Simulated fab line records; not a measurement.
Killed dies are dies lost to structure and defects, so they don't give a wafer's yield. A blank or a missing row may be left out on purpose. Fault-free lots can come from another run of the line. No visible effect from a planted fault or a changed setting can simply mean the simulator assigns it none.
fab line records	flow nandHarc
record: lots: 24	wafers: 72	lastDay: 25
route steps=1159 shown A_CONTACT@885
lots that met no fault: from a run of the same line without faults
startH: the number of hours between the record's first day and the start of the first shown wafer of the lot	waitH: how many hours have passed since the lot's step before this one	" unchanged from the row above	L1.1+2: a single row standing in for several wafers	- no value, or no start was given	* or withheld: withheld	< > ~ a bound
route shown NAME@n: a module of which the file shows steps, and the number in the route of the first	usual: average and standard deviation across the fault-free wafers	same: alike in all rows	chamber/n: place in a boat	sites: per-site readings	_std_site: how widely they spread, as a standard deviation	_edge_site: mean of outer sites minus mean of inner sites	radiusMm: for every site, how far away it sits from the centre of the wafer	mask NAME#n: copy n	behind: the tool/chamber that last shaped the wafer	hold: why the lot went on hold/how many hours it stayed there/how the hold came to an end	device: the n, p or np transistor that did not switch	end of line: tests run on the same wafers once the route is complete	a step given without rows: its recipe and nothing more	killed: dies lost to structure and defects at the first sort, not the wafer's yield	map: per-die view of a wafer (x killed, . not killed, _ where there is no die)
set.NAME: the setting the step ran with; set.NAME@STEP: the setting that earlier step ran with	model.NAME: the simulator's own value behind a step, which no gauge read
a sample of lots followed through the steps of the route, with each step as a table and each wafer as a row
services: a tool's chamber out of use, with start hour (startH, from the record's first day; less than 0 if before it), hours out, and reason
== steps ==
step: NHARC_A_CONTACT_DEP_58
recipe: targetThkA: 600	targetThkNm: 60	tempC: 400	pressureTorr: 3.5	flowSccm: 200	rfW: 350	material: SiON
usual: heaterPowerW: 734/100	rfFwdPowerW: 348.6/1.2
lot.wafer	tool	chamber	startH	waitH	heaterPowerW	rfFwdPowerW	sinceWetCleanH
L074.1	pecvd-01	1	379.86	1.5	704	352.4	130
L074.3	"	2	"	"	584	349.0	130
L074.4	"	0	"	"	818	348.0	-
L076.3	pecvd-01	2	384.94	0.9	624	349.3	135
L076.2	"	0	"	"	809	349.6	135
L076.5	"	1	"	"	731	348.5	-
L075.1	pecvd-02	2	387.65	1.7	678	348.1	40
L075.5	"	1	"	"	708	350.6	-
L075.4	"	2	"	"	685	346.8	-
L077.2	pecvd-01	1	403.81	1.2	747	348.9	154
L077.3	"	2	"	"	540	347.2	154
L077.1	"	0	"	"	723	349.1	154
L079.3	pecvd-02	0	406.25	0.9	675	347.5	59
L079.1	"	1	"	"	803	347.3	59
L079.2	"	2	"	"	608	349.2	59
L078.1	pecvd-03	1	409.52	1.5	743	348.8	104
L078.5	"	0	"	"	996	349.6	-
L078.6	"	1	"	"	745	348.1	-
L082.1	pecvd-03	2	423.48	1.5	841	348.8	118
L082.6	"	0	"	"	908	349.3	-
L082.4	"	1	"	"	771	350.3	-
L081.2	pecvd-02	1	425.40	1.3	774	347.8	78
L081.5	"	1	"	"	795	348.4	-
L081.6	"	2	"	"	663	348.6	-
L080.3	pecvd-02	1	429.61	0.9	707	348.4	82
L080.6	"	0	"	"	692	348.4	-
L080.4	"	2	"	"	684	349.9	-
L083.3	pecvd-02	0	432.57	0.9	658	348.1	85
L083.1	"	2	"	"	642	346.0	85
L083.6	"	0	"	"	667	348.1	-
L084.3	pecvd-03	0	435.79	0.9	978	347.1	131
L084.2	"	2	"	"	761	347.9	131
L084.4	"	0	"	"	990	348.2	-
L087.2	pecvd-03	1	444.87	1.3	806	347.2	140
L087.4	"	2	"	"	876	348.5	-
L087.5	"	1	"	"	808	348.3	-
L088.2	pecvd-02	1	445.60	1.2	807	347.3	98
L088.4	"	2	"	"	686	348.6	-
L088.5	"	0	"	"	652	349.3	-
L086.3	pecvd-01	0	450.54	1.0	825	349.3	19
L086.5	"	0	"	"	846	347.6	-
L086.4	"	1	"	"	766	348.9	-
L085.3	pecvd-01	2	455.46	0.9	575	346.8	24
L085.6	"	2	"	"	551	347.9	-
L085.5	"	1	"	"	676	348.9	-
L089.1	pecvd-02	1	460.31	1.5	780	348.7	113
L089.6	"	1	"	"	801	349.9	-
L089.5	"	2	"	"	651	347.5	-
L090.3	pecvd-01	1	465.89	0.9	815	349.9	35
L090.4	"	1	"	"	796	350.3	-
L090.5	"	2	"	"	577	345.6	-
L091.2	pecvd-02	2	466.05	1.3	644	347.1	119
L091.6	"	1	"	"	786	347.5	-
L091.5	"	2	"	"	660	347.6	-
L092.1	pecvd-02	2	475.88	1.5	612	350.0	129
L092.5	"	0	"	"	567	347.7	-
L092.6	"	2	"	"	617	348.9	-
L093.2	pecvd-02	0	487.44	1.1	720	349.6	140
L093.3	"	1	"	"	757	349.4	140
L093.6	"	0	"	"	691	349.2	-
L094.1	pecvd-03	1	488.55	1.5	690	347.6	2
L094.4	"	1	"	"	695	347.9	-
L094.6	"	2	"	"	738	347.5	-
L095.3	pecvd-02	2	492.31	0.9	571	348.5	145
L095.6	"	2	"	"	573	350.0	-
L095.5	"	1	"	"	783	349.5	-
L096.2	pecvd-03	0	493.54	1.2	963	348.4	7
L096.1	"	1	"	"	748	347.8	7
L096.4	"	0	"	"	953	348.3	-
L097.2	pecvd-03	1	524.72	1.2	710	348.1	39
L097.3	"	0	"	"	877	347.9	39
L097.4	"	1	"	"	727	347.2	-
step: NHARC_A_CONTACT_ETCH_131
recipe: sourceW: withheld	pressureMtorr: 20	biasV: 1200	timeS: 155	targetDepthA: 9560	arFlowSccm: withheld	c4f8FlowSccm: withheld	o2FlowSccm: withheld	chemistry: C4F8/O2/Ar
lot.wafer	tool	chamber	startH	waitH	rfHoursCounterH
L074.1	harCapEtch-02	0	382.83	0.1	10
L074.4	"	1	"	"	-
L074.3	"	0	"	"	-
L076.2	harCapEtch-03	1	388.11	0.1	83
L076.3	"	1	"	"	-
L076.5	"	0	"	"	-
L075.1	harCapEtch-02	0	390.87	0.1	12
L075.4	"	1	"	"	-
L075.5	"	1	"	"	-
L077.1	harCapEtch-02	1	406.78	0.1	15
L077.2	"	0	"	"	15
L077.3	"	0	"	"	-
L079.2	harCapEtch-01	1	409.31	0.1	62
L079.1	"	0	"	"	62
L079.3	"	1	"	"	-
L078.1	harCapEtch-03	0	412.80	0.1	87
L078.5	"	0	"	"	-
L078.6	"	1	"	"	-
L082.1	harCapEtch-02	1	426.62	0.1	18
L082.4	"	1	"	"	-
L082.6	"	1	"	"	-
L081.2	harCapEtch-03	1	428.55	0.1	91
L081.5	"	0	"	"	-
L081.6	"	1	"	"	-
L080.4	harCapEtch-01	0	432.74	0.1	-
L080.3	"	1	"	"	-
L080.6	"	1	"	"	-
L083.1	harCapEtch-02	1	435.67	0.1	21
L083.3	"	1	"	"	-
L083.6	"	1	"	"	-
L084.2	harCapEtch-03	1	439.26	0.2	93
L084.3	"	1	"	"	-
L084.4	"	0	"	"	-
L087.2	harCapEtch-03	0	449.10	0.2	95
L087.4	"	1	"	"	-
L087.5	"	0	"	"	-
L088.2	harCapEtch-01	0	449.18	0.1	70
L088.4	"	1	"	"	-
L088.5	"	1	"	"	-
L086.3	harCapEtch-01	0	453.52	0.1	-
L086.4	"	1	"	"	-
L086.5	"	0	"	"	-
L085.3	harCapEtch-02	0	458.81	0.1	-
L085.6	"	1	"	"	-
L085.5	"	0	"	"	-
L089.1	harCapEtch-01	1	463.53	0.1	75
L089.6	"	1	"	"	-
L089.5	"	0	"	"	-
L090.4	harCapEtch-02	1	469.02	0.1	-
L090.3	"	0	"	"	-
L090.5	"	0	"	"	-
L091.2	harCapEtch-01	1	469.17	0.1	76
L091.5	"	1	"	"	-
L091.6	"	0	"	"	-
L092.1	harCapEtch-02	0	478.80	0.1	32
L092.5	"	1	"	"	-
L092.6	"	0	"	"	-
L093.2	harCapEtch-03	1	490.42	0.1	102
L093.3	"	1	"	"	-
L093.6	"	1	"	"	-
L094.1	harCapEtch-01	0	491.64	0.1	80
L094.4	"	0	"	"	-
L094.6	"	1	"	"	-
L095.3	harCapEtch-02	1	495.58	0.1	-
L095.6	"	1	"	"	-
L095.5	"	0	"	"	-
L096.1	harCapEtch-03	0	496.59	0.1	104
L096.2	"	1	"	"	104
L096.4	"	1	"	"	-
L097.2	harCapEtch-02	0	527.71	0.1	39
L097.3	"	0	"	"	-
L097.4	"	1	"	"	-
step: NHARC_A_CONTACT_ETCH_133
recipe: sourceW: withheld	pressureMtorr: 20	biasV: 400	timeS: 195	targetDepthA: 8400	arFlowSccm: withheld	c4f8FlowSccm: 11.5	o2FlowSccm: 7.2	chemistry: C4F8/O2/Ar
lot.wafer	tool	chamber	startH	waitH	rfHoursCounterH
L074.1	harCapEtch-02	0	383.13	0.1	10
L074.4	"	1	"	"	-
L074.3	"	0	"	"	-
L076.2	harCapEtch-03	1	388.40	0.1	84
L076.3	"	1	"	"	-
L076.5	"	0	"	"	-
L075.1	harCapEtch-02	0	391.18	0.1	13
L075.4	"	1	"	"	-
L075.5	"	1	"	"	-
L077.1	harCapEtch-02	1	407.07	0.1	15
L077.2	"	0	"	"	15
L077.3	"	0	"	"	-
L079.2	harCapEtch-01	1	409.59	0.1	62
L079.1	"	0	"	"	62
L079.3	"	1	"	"	-
L078.1	harCapEtch-03	0	413.08	0.1	88
L078.5	"	0	"	"	-
L078.6	"	1	"	"	-
L082.1	harCapEtch-02	1	426.91	0.1	18
L082.4	"	1	"	"	-
L082.6	"	1	"	"	-
L081.2	harCapEtch-03	1	428.86	0.1	91
L081.5	"	0	"	"	-
L081.6	"	1	"	"	-
L080.4	harCapEtch-01	0	433.07	0.2	-
L080.3	"	1	"	"	-
L080.6	"	1	"	"	-
L083.1	harCapEtch-02	1	435.96	0.1	21
L083.3	"	1	"	"	-
L083.6	"	1	"	"	-
L084.2	harCapEtch-03	1	439.64	0.2	93
L084.3	"	1	"	"	-
L084.4	"	0	"	"	-
L088.2	harCapEtch-01	0	449.49	0.1	70
L088.4	"	1	"	"	-
L088.5	"	1	"	"	-
L087.2	harCapEtch-03	0	449.61	0.2	95
L087.4	"	1	"	"	-
L087.5	"	0	"	"	-
L086.3	harCapEtch-01	0	453.85	0.2	-
L086.4	"	1	"	"	-
L086.5	"	0	"	"	-
L085.3	harCapEtch-02	0	459.16	0.2	-
L085.6	"	1	"	"	-
L085.5	"	0	"	"	-
L089.1	harCapEtch-01	1	463.81	0.1	75
L089.6	"	1	"	"	-
L089.5	"	0	"	"	-
L090.4	harCapEtch-02	1	469.34	0.2	-
L090.3	"	0	"	"	-
L090.5	"	0	"	"	-
L091.2	harCapEtch-01	1	469.45	0.1	76
L091.5	"	1	"	"	-
L091.6	"	0	"	"	-
L092.1	harCapEtch-02	0	479.11	0.1	32
L092.5	"	1	"	"	-
L092.6	"	0	"	"	-
L093.2	harCapEtch-03	1	490.70	0.1	103
L093.3	"	1	"	"	-
L093.6	"	1	"	"	-
L094.1	harCapEtch-01	0	491.92	0.1	81
L094.4	"	0	"	"	-
L094.6	"	1	"	"	-
L095.3	harCapEtch-02	1	495.91	0.2	-
L095.6	"	1	"	"	-
L095.5	"	0	"	"	-
L096.1	harCapEtch-03	0	496.87	0.1	104
L096.2	"	1	"	"	104
L096.4	"	1	"	"	-
L097.2	harCapEtch-02	0	527.99	0.1	40
L097.3	"	0	"	"	-
L097.4	"	1	"	"	-
step: NHARC_A_CONTACT_CD_MEAS_80
usual: cdNm: 189.7/0.71
lot.wafer	tool	chamber	startH	waitH	cdNm
L074.1	cdSem-03	-	383.93	-	188.3
L074.3	"	-	"	"	188.7
L074.4	"	-	"	"	188.9
L076.2	cdSem-02	-	389.19	-	189.6
L076.3	"	-	"	"	189.1
L076.5	"	-	"	"	189.8
L075.1	cdSem-03	-	391.92	-	189.8
L075.4	"	-	"	"	189.5
L075.5	"	-	"	"	189.2
L077.1	cdSem-02	-	407.89	-	189.9
L077.2	"	-	"	"	190.0
L077.3	"	-	"	"	189.5
L079.1	cdSem-02	-	410.39	-	189.9
L079.2	"	-	"	"	189.5
L079.3	"	-	"	"	190.3
L078.1	cdSem-02	-	413.86	-	190.7
L078.5	"	-	"	"	190.4
L078.6	"	-	"	"	189.8
L082.1	cdSem-02	-	427.70	-	190.5
L082.4	"	-	"	"	190.1
L082.6	"	-	"	"	190.4
L081.2	cdSem-01	-	429.64	-	189.0
L081.5	"	-	"	"	189.9
L081.6	"	-	"	"	189.3
L080.3	cdSem-01	-	433.76	-	189.2
L080.4	"	-	"	"	189.2
L080.6	"	-	"	"	189.7
L083.1	cdSem-01	-	436.74	-	189.5
L083.3	"	-	"	"	188.9
L083.6	"	-	"	"	189.6
L084.2	cdSem-02	-	440.52	-	191.3
L084.3	"	-	"	"	190.4
L084.4	"	-	"	"	190.6
L088.2	cdSem-01	-	450.28	-	189.7
L088.4	"	-	"	"	188.8
L088.5	"	-	"	"	189.2
L087.2	cdSem-01	-	450.62	-	189.5
L087.4	"	-	"	"	190.1
L087.5	"	-	"	"	190.2
L086.3	cdSem-01	-	454.56	-	190.7
L086.4	"	-	"	"	189.9
L086.5	"	-	"	"	190.7
L085.3	cdSem-01	-	459.85	-	189.3
L085.5	"	-	"	"	190.0
L085.6	"	-	"	"	190.0
L089.1	cdSem-02	-	464.60	-	188.8
L089.5	"	-	"	"	187.7
L089.6	"	-	"	"	188.3
L091.2	cdSem-02	-	470.29	-	189.4
L091.5	"	-	"	"	189.8
L091.6	"	-	"	"	190.6
L090.3	cdSem-02	-	470.50	-	190.3
L090.4	"	-	"	"	190.3
L090.5	"	-	"	"	190.4
L092.1	cdSem-01	-	479.84	-	190.8
L092.5	"	-	"	"	190.7
L092.6	"	-	"	"	190.6
L093.2	cdSem-02	-	491.49	-	189.3
L093.3	"	-	"	"	188.9
L093.6	"	-	"	"	189.3
L094.1	cdSem-01	-	492.70	-	190.0
L094.4	"	-	"	"	190.5
L094.6	"	-	"	"	190.2
L095.3	cdSem-03	-	496.61	-	189.2
L095.5	"	-	"	"	189.6
L095.6	"	-	"	"	190.1
L096.1	cdSem-03	-	497.79	-	190.2
L096.2	"	-	"	"	189.5
L096.4	"	-	"	"	189.8
L097.2	cdSem-03	-	528.78	-	189.9
L097.3	"	-	"	"	189.4
L097.4	"	-	"	"	189.1
step: NHARC_A_CONTACT_STRIP_82
recipe: o2FlowSccm: 500	arFlowSccm: 0	biasW: 0	chemistry: O2
usual: drypumpMotorCurrentA: 5.8/0.51	oesProductAu: 1.002/0.0098	rfVppV: 57.6/0.96	showerheadPlenumPTorr: 3.48/0.17	throttleValvePct: 17.036/0.0097
lot.wafer	tool	chamber	startH	waitH	drypumpMotorCurrentA	oesProductAu	rfHoursCounterH	rfVppV	showerheadPlenumPTorr	throttleValvePct
L074.3	rieDiel-13	0	-	-	5.3	0.999	38	58.0	3.33	17.043
L074.4	"	1	"	"	6.3	0.995	39	56.7	3.47	17.037
L074.1	"	2	"	"	5.8	0.987	39	56.5	3.44	17.033
L076.3	rieDiel-04	2	-	-	6.3	0.992	34	57.4	3.79	17.022
L076.2	"	0	"	"	5.8	0.984	37	58.9	3.30	17.016
L076.5	"	0	"	"	5.8	0.989	-	56.1	3.30	17.033
L075.1	rieDiel-13	2	-	-	5.8	0.998	42	58.8	3.43	17.032
L075.4	"	1	"	"	6.3	1.006	40	55.9	3.47	17.046
L075.5	"	3	"	"	5.4	0.989	-	58.6	3.75	17.032
L077.2	rieDiel-04	1	-	-	6.5	1.026	46	58.9	3.51	17.029
L077.1	"	2	"	"	6.3	0.994	42	59.7	3.78	17.036
L077.3	"	3	"	"	6.2	1.006	35	57.2	3.35	17.027
L079.1	rieDiel-01	0	-	-	4.9	1.008	13	58.1	3.67	17.022
L079.2	"	2	"	"	5.3	0.995	14	58.1	3.33	17.021
L079.3	"	3	"	"	5.9	1.011	14	56.7	3.32	17.035
L078.1	rieDiel-01	1	-	-	5.0	0.994	14	57.4	3.40	17.034
L078.5	"	2	"	"	5.3	0.988	-	56.9	3.33	17.042
L078.6	"	3	"	"	5.9	0.995	-	57.4	3.32	17.030
L082.1	rieDiel-04	2	-	-	6.3	0.995	52	60.3	3.78	17.043
L082.4	"	3	"	"	6.2	1.004	44	56.7	3.35	17.034
L082.6	"	2	"	"	6.3	0.999	-	58.3	3.78	17.020
L081.2	rieDiel-01	0	-	-	4.9	0.990	16	58.9	3.67	17.013
L081.5	"	3	"	"	5.9	1.004	-	56.7	3.31	17.057
L081.6	"	0	"	"	4.8	0.996	-	58.0	3.67	17.061
L080.3	rieDiel-04	2	-	-	6.3	1.006	53	58.2	3.78	17.039
L080.4	"	0	"	"	5.8	1.007	51	55.9	3.29	17.025
L080.6	"	1	"	"	6.6	1.030	-	56.9	3.50	17.038
L083.1	rieDiel-01	2	-	-	5.4	0.999	20	57.1	3.33	17.044
L083.3	"	3	"	"	5.9	1.018	21	57.3	3.31	17.030
L083.6	"	1	"	"	5.1	0.998	-	58.6	3.39	17.039
L084.3	rieDiel-01	1	-	-	5.1	1.000	21	58.2	3.39	17.047
L084.2	"	2	"	"	5.3	1.022	22	56.8	3.33	17.044
L084.4	"	3	"	"	5.9	1.010	22	58.8	3.31	17.050
L088.4	rieDiel-04	2	-	-	6.3	0.991	59	58.7	3.77	17.039
L088.2	"	1	"	"	6.5	1.020	65	58.6	3.50	17.037
L088.5	"	3	"	"	6.2	1.005	-	56.0	3.35	17.037
L087.4	rieDiel-01	2	-	-	5.4	1.009	24	55.9	3.33	17.035
L087.2	"	0	"	"	4.9	1.001	22	57.4	3.67	17.039
L087.5	"	2	"	"	5.3	1.001	-	56.3	3.33	17.040
L086.4	rieDiel-01	3	-	-	5.9	1.006	26	57.0	3.31	17.057
L086.3	"	1	"	"	5.1	0.999	24	57.0	3.39	17.029
L086.5	"	2	"	"	5.4	1.001	-	58.1	3.33	17.021
L085.3	rieDiel-01	0	-	-	4.9	0.995	26	58.4	3.67	17.027
L085.5	"	2	"	"	5.3	0.991	-	56.3	3.32	17.040
L085.6	"	3	"	"	5.9	1.015	-	58.9	3.31	17.038
L089.1	rieDiel-01	2	-	-	5.3	1.003	28	57.0	3.32	17.028
L089.5	"	3	"	"	5.9	1.009	-	56.5	3.31	17.039
L089.6	"	0	"	"	4.9	0.994	-	58.8	3.67	17.029
L091.2	rieDiel-13	3	-	-	5.5	1.000	2	57.9	3.73	17.055
L091.5	"	1	"	"	6.3	0.989	-	57.3	3.45	17.030
L091.6	"	2	"	"	5.8	1.003	-	56.4	3.42	17.034
L090.4	rieDiel-13	2	-	-	5.8	1.003	2	56.9	3.42	17.038
L090.3	"	0	"	"	5.3	1.002	2	59.0	3.32	17.053
L090.5	"	1	"	"	6.3	0.989	-	56.8	3.45	17.035
L092.1	rieDiel-13	0	-	-	5.3	0.994	6	58.3	3.31	17.034
L092.6	"	3	"	"	5.4	0.997	-	56.4	3.73	17.054
L092.5	"	0	"	"	5.3	0.997	-	57.2	3.31	17.023
L093.3	rieDiel-04	3	491.88	-	6.2	0.997	5	56.8	3.34	17.035
L093.2	"	0	"	"	5.8	1.003	4	58.9	3.81	17.032
L093.6	"	3	"	"	6.2	0.999	-	57.8	3.34	17.026
L094.1	rieDiel-13	1	-	-	6.3	1.000	9	57.9	3.45	17.024
L094.4	"	2	"	"	5.8	1.008	8	58.4	3.42	17.039
L094.6	"	1	"	"	6.3	1.002	-	58.3	3.45	17.028
L095.3	rieDiel-04	0	-	-	5.8	0.986	7	58.5	3.80	17.027
L095.6	"	1	"	"	6.6	1.018	-	58.6	3.49	17.029
L095.5	"	2	"	"	6.3	1.005	-	57.4	3.77	17.033
L096.4	rieDiel-04	3	-	-	6.2	1.009	8	57.8	3.34	17.048
L096.2	"	0	"	"	5.8	1.003	7	59.6	3.80	17.052
L096.1	"	1	"	"	6.5	1.013	7	59.2	3.49	17.040
L097.4	rieDiel-13	2	-	-	5.8	1.000	22	56.8	3.41	17.033
L097.3	"	3	"	"	5.4	0.988	26	58.1	3.72	17.039
L097.2	"	1	"	"	6.3	0.989	23	59.4	3.44	17.033
step: NHARC_A_CONTACT_INSPECT_23
usual: rawDefectCount: 429/120
lot.wafer	tool	chamber	startH	waitH	rawDefectCount
L074.1	defectInspect-02	-	400.15	0.1	445
L074.3	"	-	"	"	305
L074.4	"	-	"	"	476
L076.2	defectInspect-01	-	401.66	0.1	286
L076.3	"	-	"	"	360
L076.5	"	-	"	"	371
L075.1	defectInspect-02	-	402.08	0.1	455
L075.4	"	-	"	"	448
L075.5	"	-	"	"	730
L077.1	defectInspect-02	-	419.12	0.1	778
L077.2	"	-	"	"	700
L077.3	"	-	"	"	557
L079.1	defectInspect-02	-	419.90	0.1	443
L079.2	"	-	"	"	446
L079.3	"	-	"	"	260
L078.1	defectInspect-02	-	427.77	0.1	488
L078.5	"	-	"	"	619
L078.6	"	-	"	"	404
L082.1	defectInspect-01	-	437.11	0.1	311
L082.4	"	-	"	"	522
L082.6	"	-	"	"	313
L081.2	defectInspect-01	-	439.51	0.1	416
L081.5	"	-	"	"	489
L081.6	"	-	"	"	364
L080.3	defectInspect-02	-	442.54	0.1	511
L080.4	"	-	"	"	492
L080.6	"	-	"	"	318
L083.1	defectInspect-02	-	447.10	0.1	423
L083.3	"	-	"	"	237
L083.6	"	-	"	"	259
L084.2	defectInspect-01	-	455.01	0.1	393
L084.3	"	-	"	"	351
L084.4	"	-	"	"	384
L088.2	defectInspect-01	-	459.70	0.1	443
L088.4	"	-	"	"	786
L088.5	"	-	"	"	532
L087.2	defectInspect-01	-	460.47	0.1	328
L087.4	"	-	"	"	329
L087.5	"	-	"	"	391
L086.3	defectInspect-01	-	464.38	0.1	438
L086.4	"	-	"	"	732
L086.5	"	-	"	"	417
L085.3	defectInspect-02	-	470.17	0.1	595
L085.5	"	-	"	"	309
L085.6	"	-	"	"	335
L089.1	defectInspect-02	-	477.38	0.1	368
L089.5	"	-	"	"	448
L089.6	"	-	"	"	393
L091.2	defectInspect-02	-	491.16	0.1	472
L091.5	"	-	"	"	625
L091.6	"	-	"	"	448
L090.3	defectInspect-02	-	491.68	0.1	299
L090.4	"	-	"	"	419
L090.5	"	-	"	"	372
L092.1	defectInspect-02	-	492.86	0.1	417
L092.5	"	-	"	"	383
L092.6	"	-	"	"	409
L093.2	defectInspect-02	-	501.30	0.1	362
L093.3	"	-	"	"	334
L093.6	"	-	"	"	389
L094.1	defectInspect-02	-	502.31	0.1	413
L094.4	"	-	"	"	391
L094.6	"	-	"	"	473
L095.3	defectInspect-02	-	506.26	0.1	349
L095.5	"	-	"	"	336
L095.6	"	-	"	"	410
L096.1	defectInspect-02	-	507.45	0.1	382
L096.2	"	-	"	"	323
L096.4	"	-	"	"	519
L097.2	defectInspect-02	-	539.02	0.1	399
L097.3	"	-	"	"	586
L097.4	"	-	"	"	547
== services ==
tool	chamber	startH	hours	kind
rieDiel-04	3	365.31	26.3	repair
rieDiel-01	0	372.87	-	clean
rieDiel-01	1	372.87	-	clean
rieDiel-01	2	372.87	-	clean
rieDiel-01	0	391.93	6.4	repair
rieDiel-04	0	406.09	10.4	repair
rieDiel-13	2	415.09	6.4	repair
pecvd-01	-	418.21	13.0	pm
rieDiel-01	0	422.42	2.4	repair
rieDiel-13	-	453.00	9.0	pm
pecvd-01	-	461.50	2.8	repair
rieDiel-04	-	467.04	9.0	pm
pecvd-03	-	473.10	13.0	pm
pecvd-02	-	478.08	2.4	repair
harCapEtch-01	-	479.00	0.8	repair
rieDiel-13	2	494.78	4.1	repair
pecvd-02	-	515.54	13.0	pm
pecvd-02	0	515.54	13.0	ventCycle
pecvd-02	1	515.54	13.0	ventCycle
pecvd-02	2	515.54	13.0	ventCycle
rieDiel-04	3	519.94	5.5	repair
pecvd-02	0	528.54	-	clean
pecvd-02	1	528.54	-	clean
pecvd-02	2	528.54	-	clean
== key ==
fault none
